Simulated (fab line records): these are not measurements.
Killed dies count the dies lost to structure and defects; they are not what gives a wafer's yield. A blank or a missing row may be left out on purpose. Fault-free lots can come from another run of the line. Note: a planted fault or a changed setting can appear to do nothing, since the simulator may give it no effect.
Struck lot and sound lot, side by side | flow n5 finfet | 18 steps out of a route of 1938
Sound: the wafers L198.1, L198.5, L198.6. Struck: wafer L205.2. (L205.3 of the same lot was not struck and is left out.) The cause comes at the end.
For every step that has rows: the tool of each side, followed by ch and its chambers, followed by its first start. Under that, the readings that differ: sound wafers | struck wafers | difference of the means | sigmas: that difference in standard deviations of wafers without a fault.
alike: same words and numbers on both sides, and readings whose means sit less than 2 such deviations apart. not compared: any withheld reading, any reading some wafer has no value for, any bound like >300 that may hide the same value, and any number with overlapping values for which the record gives no deviation.
The two part at a step that has a row with sigmas, a row that says differs or no value, or rows on one side only. Non-overlapping numbers with no deviation appear without sigmas and do not part them. A reading that every wafer of one side lacks parts them only if that side has two wafers or more.

first, 2 steps without rows for these wafers: N5_BEOL_M12_ETCH_68 (etches SOC in N2/H2, time 285 s); N5_BEOL_M12_STRIP_69 (strips in N2/H2).
N5_BEOL_M12_TRENCH_ETCH_34: etches SiOC in C4F8/O2/Ar, target depth 318.95 nm, time 125.5 s.
  sound on rie diel-02 ch 0,3, day 10 18:25; struck on rie diel-02 ch 0, day 12 15:19
  alike: drypump motor current A, mfc ar sccm, oes product au, rf vpp V, showerhead plenum p Torr, throttle valve pct
  not compared: rf hours counter h
then, 1 step without rows for these wafers: N5_BEOL_M12_STRIP_70 (strips in C4F8/O2/Ar).
N5_BEOL_M12_OCD_MEAS_35:
  sound on ocd-01, day 10 18:35; struck on ocd-02, day 12 15:28
  alike: trench depth nm
N5_BEOL_M12_STRIP_37: strips in N2/H2.
  sound on plasma asher-01 ch 0,1, day 10 18:37; struck on plasma asher-02 ch 1, day 12 15:31
  reading               | sound             | struck | difference | sigmas
  oes product au (a.u.) | 0.821 0.798 0.796 | 0.783  | -0.022     | -2
  alike: drypump motor current A, heater power w
  not compared: rf hours counter h
N5_BEOL_M12_ETCH_38: etches SiCN in CF4/N2, target depth 68.7 nm, time 73.4 s.
  sound on rie diel-06 ch 0,3, day 10 20:14; struck on rie diel-02 ch 1, day 12 16:05
  alike: drypump motor current A, mfc ar sccm, oes product au, rf vpp V, showerhead plenum p Torr, throttle valve pct
  not compared: rf hours counter h
then, 3 steps without rows for these wafers: N5_BEOL_M12_PRECLEAN_39 (cleans in residue remover, time 60 s); N5_BEOL_M12_SRD_40 (time 30 s, dry time 30 s); N5_BEOL_M12_DEGAS_41 (time 60 s).
N5_BEOL_M12_PRE_CLEAN_42: time 30 s.
  sound on pvd sputter-03, day 10 20:41; struck on pvd sputter-03, day 12 16:20
  alike: heater power w
then, 1 step without rows for these wafers: N5_BEOL_M12_SPUTTER_43 (material TaN, target thk 15 nm, time 24.19 s).
N5_BEOL_M12_SPUTTER_44: material Ta, target thk 10 nm, time 16.13 s.
  sound on pvd sputter-03, day 10 20:48; struck on pvd sputter-03, day 12 16:27
  reading                                     | sound      | struck | difference | sigmas
  model.Ta_of_BEOL_M12_SPUTTER_44.thk nm (nm) | 10.2 10 10 | 5.2    | -4.9       |
  alike: throttle valve pct
N5_BEOL_M12_SPUTTER_45: material Cu, target thk 80 nm, time 13.33 s.
  sound on pvd sputter-03, day 10 20:53; struck on pvd sputter-03, day 12 16:32
  alike: throttle valve pct
then, 2 steps without rows for these wafers: N5_BEOL_M12_ECD_47 (material Cu, target thk 720 nm); N5_BEOL_M12_ANNEAL_48 (time 90 s).
N5_BEOL_M12_CMP_49: polishes, stops on SiOC, t overpolish 20.6 s, target thk 320 nm.
  sound on cmp-04 ch 0,1,2, day 10 21:33; struck on cmp-03 ch 3, day 12 17:14
  reading                      | sound          | struck | difference | sigmas
  barrier field endpoint s (s) | 29.9 30.4 30.4 | 25.4   | -4.8       | -7
  alike: motor current A
N5_BEOL_M12_THK_MEAS_50: measures by xrf.
  sound on film metro-01, day 10 21:44; struck on film metro-01, day 12 17:32
  reading      | sound       | struck | difference | sigmas
  M12_THK (nm) | 302 305 304 | 313    | +9         | +2

== WHERE THEY PART ==
First at N5_BEOL_M12_STRIP_37; last, within this record, at N5_BEOL_M12_THK_MEAS_50.

WHY: what the simulator had put in
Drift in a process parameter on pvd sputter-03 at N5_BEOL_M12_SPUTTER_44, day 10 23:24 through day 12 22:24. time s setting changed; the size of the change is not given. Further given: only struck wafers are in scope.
